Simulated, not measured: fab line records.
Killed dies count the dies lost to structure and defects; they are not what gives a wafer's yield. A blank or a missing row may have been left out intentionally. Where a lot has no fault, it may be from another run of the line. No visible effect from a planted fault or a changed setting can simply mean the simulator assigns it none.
Lot-split experiment	flow n5_finfet	21 wafers read across 7 lots, on a route 1938 steps long

THE SPLIT
At N5_BEOL_M0_SAQP_CUT_ETCH_46 (etches SOC in N2/H2, target depth 135 nm, overetch 27 nm, time 202.5 s), the setting time_s was moved away from the recipe's 202.5 s on 8 of the 21 wafers read, by -16.0% to +17.2%. For the rest of the wafers, this setting stayed at what the recipe calls for.

The split's own step is where the reading is taken.

THE READING
SiARC_of_BEOL_M0_SAQP_COAT_72.thk_nm (the simulator's own value, which no gauge read), in nm, at N5_BEOL_M0_SAQP_CUT_ETCH_46 (etches SOC in N2/H2, target depth 135 nm, overetch 27 nm, time 202.5 s). The file gives no usual value for it. Average 5.0 nm, standard deviation 0.21 nm, over the 13 wafers here run with the recipe.

wafer	tool, chamber at the split	time_s as run, s	against the recipe	SiARC_of_BEOL_M0_SAQP_COAT_72.thk_nm, nm	against lot-mates on the recipe
L077.1	rie_diel-03, 3	202.5	recipe	5.2	-
L077.2	rie_diel-03, 1	187.8	-7.3%	5.6	+0.4
L077.3	rie_diel-03, 0	187.8	-7.3%	5.6	+0.4
L081.1	rie_diel-05, 3	202.5	recipe	4.8	-
L081.4	rie_diel-05, 2	170.2	-16.0%	6.2	+1.4
L081.5	rie_diel-05, 3	202.5	recipe	4.8	-
L084.4	rie_diel-03, 2	202.5	recipe	5	-
L084.5	rie_diel-03, 2,1	202.5	recipe	5	-
L084.6	rie_diel-03, 2,1	202.5	recipe	5	-
L086.1	rie_diel-05, 3	237.4	+17.2%	3.2	-1.4
L086.3	rie_diel-05, 0	237.4	+17.2%	3.2	-1.4
L086.5	rie_diel-05, 2	202.5	recipe	4.6	-
L088.4	rie_diel-03, 2	226.2	+11.7%	4	-1.0
L088.5	rie_diel-03, 2	202.5	recipe	5	-
L088.6	rie_diel-03, 1	202.5	recipe	5	-
L091.1	rie_diel-03, 3	202.5	recipe	5.4	-
L091.2	rie_diel-03, 1	202.5	recipe	5	-
L091.5	rie_diel-03, 3	202.5	recipe	5.4	-
L094.1	rie_diel-03, 3	184.5	-8.9%	6.2	+1.2
L094.3	rie_diel-03, 0	202.5	recipe	5	-
L094.5	rie_diel-03, 1	184.5	-8.9%	5.8	+0.8
Where a row lists several chambers, the file gives one row for several wafers and doesn't say which wafer went through which chamber.

THE FIT
A straight line over all 21 wafers: SiARC_of_BEOL_M0_SAQP_COAT_72.thk_nm changes by -0.0956 nm for each +1% of time_s; r = -0.96; the points scatter about the line by 0.22 nm.
The same after taking each lot's own level away (the mean of its wafers on the recipe; 21 wafers): -0.0848 nm for each +1%; r = -0.98; scatter 0.15 nm.
That fit puts the effect of the largest move of time_s on the reading at 1.5 nm.
Measured against the standard deviation above, the lots' own levels, which go from 4.60 to 5.27 nm, span 3.1 times it.
So the slope is not independent of the lot-to-lot level: the two fits are not the same.
Check: for one of the wafers moved furthest among these (+17.2%), held out of the fit, the line's prediction against its lot-mates is -1.47 nm. Against them it came out at -1.4 nm.

ADDITIONAL SPLITS CARRIED BY THESE WAFERS
These wafers also went through other splits before the reading. Each is held against what the fit with the lots' levels taken away leaves over:
other split on the same wafers	wafers away from the commonest value	r with SiARC_of_BEOL_M0_SAQP_COAT_72.thk_nm (lot level and that fit taken away)
N5_GATE_CUT_COAT_27 spin_rpm	4	-0.39
N5_GATE_CUT_DESCUM_18 time_s	9	-0.22
N5_MOL_CONTACT_COAG_COAT_64 spin_rpm	6	+0.17
N5_BEOL_M0_SAQP_PECVD_04 time_s	6	+0.01
N5_BEOL_M0_SAQP_DEVELOP_13 develop_time_s	5	-0.17
N5_BEOL_M0_SAQP_EXPOSE_37 dose_mj	5	+0.23

FILE'S OWN FIT
SiARC_of_BEOL_M0_SAQP_COAT_72.thk_nm changes by -0.0853 nm for each +1% of time_s, r = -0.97.
